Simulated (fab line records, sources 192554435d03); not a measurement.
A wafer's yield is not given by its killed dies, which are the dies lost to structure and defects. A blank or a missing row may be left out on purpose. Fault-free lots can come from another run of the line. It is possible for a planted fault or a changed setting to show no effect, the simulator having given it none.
Comparing a struck lot with a sound one :: flow n5 finfet :: 36 out of 1938 route steps
Sound: these wafers, L703.1, L703.4, L703.6. Struck: wafer L708.1 (left out: L708.3, a lot-mate that was not struck); the cause follows at the end.
Each step with rows lists, per side, the tool, then ch with its chambers, then its first start. Under that, the readings that differ: sound wafers :: struck wafers :: difference of the means :: sigmas: that difference in standard deviations of wafers without a fault.
alike: readings with means less than 2 such deviations apart, plus words and numbers identical on both sides. not compared: withheld readings, readings lacking a value on some wafer, bounds such as >300 that could conceal the same value, and numbers that have no deviation in the record and whose values overlap.
Wherever a step has rows on one side only, a row that says differs or no value, or a row with sigmas, the two part there. When numbers do not overlap yet have no deviation, they are printed without sigmas and do not part them. A reading missing from all wafers of one side parts the sides only when that side holds two or more wafers.

first, 12 steps without rows for these wafers: N5_SD_EPI_P_STRIP_38 (strips in N2/H2); N5_SD_EPI_P_ETCHBACK_46 (etches SiNx in CH3F/O2, stops on SiO2, target depth 17.5 nm); N5_SD_EPI_P_ETCH_47 (etches SiOCN in CH3F/O2, target depth 25 nm); N5_SD_EPI_P_ETCH_16 (etches SiO2 in CHF3/O2, target depth 5 nm); N5_SD_EPI_P_STRIP_50 (strips in CHF3/O2); N5_SD_EPI_P_SD_RECESS_17 (chemistry HBr/Cl2/O2, target depth 39.1 nm, bt time 3 s); N5_SD_EPI_P_WET_ETCH_45 (etches SiO2 in dHF, time 10.7 s, target depth 2 nm, rinse time 30 s); N5_SD_EPI_P_STRIP_40 (strips in N2/H2); N5_SD_EPI_P_PRECLEAN_52 (cleans in O3/DIW, time 60 s); N5_SD_EPI_P_SRD_20 (time 30 s); N5_SD_EPI_P_PRECLEAN_51 (cleans in NF3:NH3, afs cycles 1, time 20 s, sublimation time 60 s); N5_SD_EPI_P_VAPOR_ETCH_44 (etches SiGe30 in NF3/Ar, time 3.3 s).
N5_SD_EPI_P_EPI_21: deposits SiGe:B, time 355 s.
  sound on epi rpcvd-03 ch 0, day 3 12:31; struck on epi rpcvd-03 ch 0, day 4 18:46
reading: epi growth time s (s)
sound: 355 355 355
struck: 472.06
difference: +117.06
sigmas: 

reading: model.SiGe-B_of_SD_EPI_P_EPI_21.thk nm (nm)
sound: 60.6 60.6 61.4
struck: 71.6
difference: +10.7
sigmas: 
  alike: chamber pressure Torr
N5_SD_EPI_P_EPI_MEAS_23:
  sound: film metro-02 at day 3 14:43; struck: film metro-02 at day 4 20:58
reading: thk nm (nm)
sound: 61.4 60.6 62.9
struck: 71.9
difference: +10.3
sigmas: +8
then, 20 steps without rows for these wafers: N5_SD_EPI_P_HM_STRIP_48 (strips SiNx in H3PO4, material SiNx, target depth 3 nm); N5_SD_EPI_P_SRD_49 (time 30 s); N5_SD_EPI_P_PRECLEAN_24 (cleans in O3/DIW, time 45 s); N5_SD_EPI_P_PRECLEAN_32 (cleans in dHF, time 10 s); N5_SD_EPI_P_PRECLEAN_33 (cleans in SC2, time 45 s); N5_SD_EPI_P_SRD_25 (time 30 s); N5_SD_ACTIVATION_RTA_00 (time 0 s); N5_SD_ACTIVATION_LSA_01 (time 0.0008 s); N5_ILD0_LINER_00 (material SiNx, target thk 4 nm, pulse time 1 s, purge time 2 s); N5_ILD0_FCVD_FILL_01 (material SiO2 flowable, target thk 200 nm, time 328.3 s); N5_ILD0_CURE_02 (time 1800 s); N5_ILD0_CMP_03 (polishes, stops on SiNx, t overpolish 1.9 s, target thk 197.38 nm); N5_ILD0_CMP_07 (polishes SiO2 flowable, stops on poly-Si, t overpolish 1.18 s, target thk 138.88 nm); N5_ILD0_PRECLEAN_10 (cleans in NF3:NH3, afs cycles 5, time 20 s, sublimation time 60 s); N5_ILD0_ALD_15 (deposits SiNx, target thk 24 nm, pulse time 1 s, ald cycles 480); N5_ILD0_CMP_12 (polishes SiNx, stops on poly-Si, t overpolish 6 s, target thk 17.67 nm); N5_SDB_HM_DEP_00 (deposits SiNx from SiH4/NH3/N2, target thk 40 nm, time 35.3 s); N5_SDB_COAT_03 (time 60 s, resist thk 100 nm); N5_SDB_COAT_04 (time 60 s, resist thk 18 nm); N5_SDB_COAT_05 (resist thk 90 nm).
N5_MOL_CONTACT_COAG_ETCH_110: etches Si in CF4/O2, target depth 2.5 nm, time 8 s.
  sound on rie diel-05 ch 0,2,3, day 4 20:49; struck on rie diel-05 ch 2, day 6 03:16
reading: model.SiGe-B_of_SD_EPI_P_EPI_21.thk nm (nm)
sound: 57.8 57.6 58.4
struck: 68.2
difference: +10.3
sigmas: 
  alike: drypump motor current A, oes product au, rf vpp V, showerhead plenum p Torr, throttle valve pct
  not compared: rf hours counter h
-- a jump in the record: the struck wafers' starts before and after are 9 days apart (it breaks off in module MOL_CONTACT_COAG and resumes in module PASSIVATION, where the first step shown is number 1936 of the route) --
N5_PASSIVATION_PROBE_49:
  only the struck wafers here have rows in the record (prober-01, day 14 19:28); the sound ones have none

== WHERE THEY PART ==
Earliest at N5_SD_EPI_P_EPI_MEAS_23; latest, in this record, at N5_PASSIVATION_PROBE_49.

WHY: whatever the simulator had introduced
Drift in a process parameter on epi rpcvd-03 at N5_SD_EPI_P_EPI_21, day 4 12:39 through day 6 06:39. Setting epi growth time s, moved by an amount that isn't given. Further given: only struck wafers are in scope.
